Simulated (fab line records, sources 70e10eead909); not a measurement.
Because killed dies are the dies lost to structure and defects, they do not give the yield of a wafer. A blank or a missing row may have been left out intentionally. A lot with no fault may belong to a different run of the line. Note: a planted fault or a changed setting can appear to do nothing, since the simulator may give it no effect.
Which tool did it?	flow nandHarc	12 lots with 36 wafers sampled at 6 steps, on a route of 1302 steps

WHAT THE GAUGES READ, wafer by wafer
NHARC_A_CHANNEL_HOLE_D1_CD_MEAS_18.
lot	measured	on	cdNm (nm)
L787	day 8 05:37	cdSem-03	98.2 94.8 99.3
L788	day 8 16:09	cdSem-01	97.5 99.4 100.3
L790	day 9 14:16	cdSem-02	98.8 99.4 101.3
L794	day 12 01:31	cdSem-03	93.7 97.0 93.5
L796	day 12 14:29	cdSem-02	100.2 96.5 96.2
L804	day 15 10:52	cdSem-02	94.4 98.6 95.6
L803	day 15 11:01	cdSem-03	100.6 93.3 97.4
L806	day 16 08:31	cdSem-03	97.1 99.1 96.0
L805	day 16 08:53	cdSem-03	92.2 94.3 93.7
L808	day 17 17:16	cdSem-02	97.6 95.4 94.2
L809	day 18 00:40	cdSem-02	96.2 98.2 97.7
L810	day 18 05:13	cdSem-02	99.4 98.7 99.0

NHARC_A_CHANNEL_HOLE_D1_INSPECT_40.
lot	measured	on	rawDefectCount
L787	day 8 11:25	defectInspect-02	90 90 81
L788	day 9 00:04	defectInspect-01	103 105 106
L790	day 9 21:54	defectInspect-02	84 95 114
L794	day 12 09:31	defectInspect-01	420 380 429
L796	day 12 20:14	defectInspect-01	474 472 425
L804	day 15 16:38	defectInspect-02	116 125 100
L803	day 15 16:46	defectInspect-01	50 75 39
L806	day 16 16:14	defectInspect-02	124 83 94
L805	day 16 17:13	defectInspect-02	47 53 50
L808	day 17 23:05	defectInspect-01	54 50 69
L809	day 18 06:28	defectInspect-01	83 80 101
L810	day 18 12:59	defectInspect-01	35 40 50

NHARC_END_SORT_01.
lot	measured	on	killedAtArray	killedAtOther	killedAtPeriphery	killedDies	killedOpen	killedShort
L794	day 28 06:41	prober-02	91 69 103	2 3 2	3 2 0	96 74 105	4 3 5	2 0 1
L796	day 28 07:32	prober-01	133 128 110	1 1 3	10 5 3	144 134 116	3 2 2	3 3 1
L804	day 31 19:50	prober-01	76 79 64	0 4 1	2 3 4	78 86 69	1 7 5	5 3 2
L806	day 32 04:20	prober-02	66 43 44	0 0 0	3 0 1	69 43 45	7 3 1	2 0 1
L805	day 32 04:22	prober-01	47 48 42	6 5 2	2 10 4	55 63 48	3 2 4	4 0 3

TOOL THAT RAN EACH LOT (tool first, then ch and the chambers of the sampled wafers, then the start)
lot	NHARC_A_CHANNEL_HOLE_D1_ETCH_26	NHARC_A_CHANNEL_HOLE_D1_STRIP_42	NHARC_A_CHANNEL_HOLE_D1_STRIP_27
L787	harEtch-02 ch 0,1, day 8 09:30	rieDiel-06 ch 0,1,2, day 8 10:18	rieDiel-06 ch 0,2,3, day 8 11:25 or earlier
L788	harEtch-02 ch 0,1, day 8 22:11	rieDiel-04 ch 0,1,3, day 8 22:58	rieDiel-04 ch 1,2,3, day 9 00:04 or earlier
L790	harEtch-02 ch 0, day 9 19:59	rieDiel-02 ch 1,2, day 9 20:48	rieDiel-02 ch 1,2,3, day 9 21:54 or earlier
L794	harEtch-01 ch 0,1, day 12 07:38	rieDiel-06 ch 0,1,3, day 12 08:25	rieDiel-06 ch 1,2,3, day 12 09:31 or earlier
L796	harEtch-02 ch 0,1, day 12 18:21	rieDiel-06 ch 0,2,3, day 12 19:08	rieDiel-06 ch 0,2,3, day 12 20:14 or earlier
L804	harEtch-02 ch 0,1, day 15 14:43	rieDiel-06 ch 0,1,3, day 15 15:32	rieDiel-06 ch 0,2,3, day 15 16:38 or earlier
L803	harEtch-01 ch 0,1, day 15 14:50	rieDiel-02 ch 0,2, day 15 15:40	rieDiel-02 ch 0,2,3, day 15 16:46 or earlier
L806	harEtch-02 ch 0,1, day 16 14:20	rieDiel-06 ch 1,2,3, day 16 15:08	rieDiel-06 ch 0,1,2, day 16 16:14 or earlier
L805	harEtch-01 ch 0,1, day 16 14:53	rieDiel-04 ch 0,2, day 16 15:44	rieDiel-04 ch 0,2,3, day 16 17:13 or earlier
L808	harEtch-02 ch 0,1, day 17 21:11	rieDiel-06 ch 0,1,3, day 17 21:59	rieDiel-06 ch 0,1,3, day 17 23:05 or earlier
L809	harEtch-01 ch 1, day 18 04:34	rieDiel-02 ch 0,3, day 18 05:21	rieDiel-02 ch 0,2, day 18 06:28 or earlier
L810	harEtch-02 ch 0,1, day 18 11:04	rieDiel-06 ch 1,2,3, day 18 11:53	rieDiel-06 ch 0,1,3, day 18 12:59 or earlier
- NHARC_A_CHANNEL_HOLE_D1_ETCH_26: etches the open film in C4F8/O2/Ar, time 224.1 s, target depth 300 nm.
- NHARC_A_CHANNEL_HOLE_D1_STRIP_42: strips in CF4/CHF3.
- NHARC_A_CHANNEL_HOLE_D1_STRIP_27: strips in O2.

AS READ BY THE TOOLS THEMSELVES (means over the sampled wafers that have a number; for cases with no such wafer, the mark the record gives instead)
NHARC_A_CHANNEL_HOLE_D1_ETCH_26.
lot	tool	chamberPressureMTorr (mTorr)	drypumpMotorCurrentA (A)	showerheadPlenumPTorr (Torr)	throttleValvePct (%)
L787	harEtch-02	29.993	5.52	3.77	24.578
L788	harEtch-02	30.033	5.36	3.72	24.590
L790	harEtch-02	30.006	5.21	3.67	24.577
L794	harEtch-01	30.003	5.59	3.61	24.591
L796	harEtch-02	29.995	5.53	3.74	24.592
L804	harEtch-02	29.981	5.52	3.72	24.577
L803	harEtch-01	30.022	5.58	3.59	24.585
L806	harEtch-02	29.986	5.38	3.66	24.572
L805	harEtch-01	30.011	5.58	3.58	24.580
L808	harEtch-02	30.002	5.38	3.91	24.586
L809	harEtch-01	30.015	5.81	3.53	24.584
L810	harEtch-02	30.018	5.39	3.90	24.586

NHARC_A_CHANNEL_HOLE_D1_STRIP_27.
lot	tool	chamberPressureMTorr (mTorr)	drypumpMotorCurrentA (A)	oesProductAu (a.u.)	rfVppV (V)	showerheadPlenumPTorr (Torr)	throttleValvePct (%)
L787	rieDiel-06	60.05	6.1	0.999	57.7	3.44	17.039
L788	rieDiel-04	60.02	5.5	1.003	57.6	3.58	17.040
L790	rieDiel-02	60.03	5.4	0.993	57.0	3.45	17.037
L794	rieDiel-06	60.03	5.9	0.993	58.1	3.45	17.036
L796	rieDiel-06	59.96	6.1	1.004	58.8	3.44	17.032
L804	rieDiel-06	60.00	6.1	1.012	58.1	3.44	17.037
L803	rieDiel-02	59.97	5.6	0.998	57.4	3.56	17.027
L806	rieDiel-06	60.04	6.0	1.005	57.5	3.45	17.040
L805	rieDiel-04	60.01	5.2	0.997	58.1	3.67	17.036
L808	rieDiel-06	60.00	6.1	1.013	57.5	3.33	17.032
L809	rieDiel-02	60.00	6.0	0.992	57.2	3.60	17.036
L810	rieDiel-06	59.99	6.1	1.002	57.2	3.33	17.036

THE ANSWER, worked out from the rows above alone
Rule: the lots themselves supply what counts as usual. The widest of any qualifying gaps counts: lots, ordered by their means at a reading, are off when they make up no more than a third of the lots, leave a main group of 4 or more, and stand apart from it by 3 or more times the standard deviation of that group's means. A main group whose means are all the same, to the digits that the tables above print for the reading, isn't used. Also off: a lot with no number at a reading for which 4 or more lots have one. The other lots that the step has rows for count as sound. First the gauges in route order, then the tools' own readings, where a lot's mean is used as printed above. The first step at which some lot is off is used, and at that step the reading that is off furthest; a lot without a number counts as furthest.
Off: L794, L796 (NHARC_A_CHANNEL_HOLE_D1_INSPECT_40, rawDefectCount). For the main group the mean is 80 and the standard deviation 25.
If a tool, at a process step before that reading, ran all the lots that are off and no sound lot after the first of them, it fits. Those tools and the gauges at NHARC_A_CHANNEL_HOLE_D1_INSPECT_40 are tried in the same way. NHARC_A_CHANNEL_HOLE_D1_STRIP_27 gives no start for some lots, so the hours and the order of its lots are those of NHARC_A_CHANNEL_HOLE_D1_INSPECT_40. Not one of the candidates tried fits.

WHAT THE SIMULATOR PUT IN
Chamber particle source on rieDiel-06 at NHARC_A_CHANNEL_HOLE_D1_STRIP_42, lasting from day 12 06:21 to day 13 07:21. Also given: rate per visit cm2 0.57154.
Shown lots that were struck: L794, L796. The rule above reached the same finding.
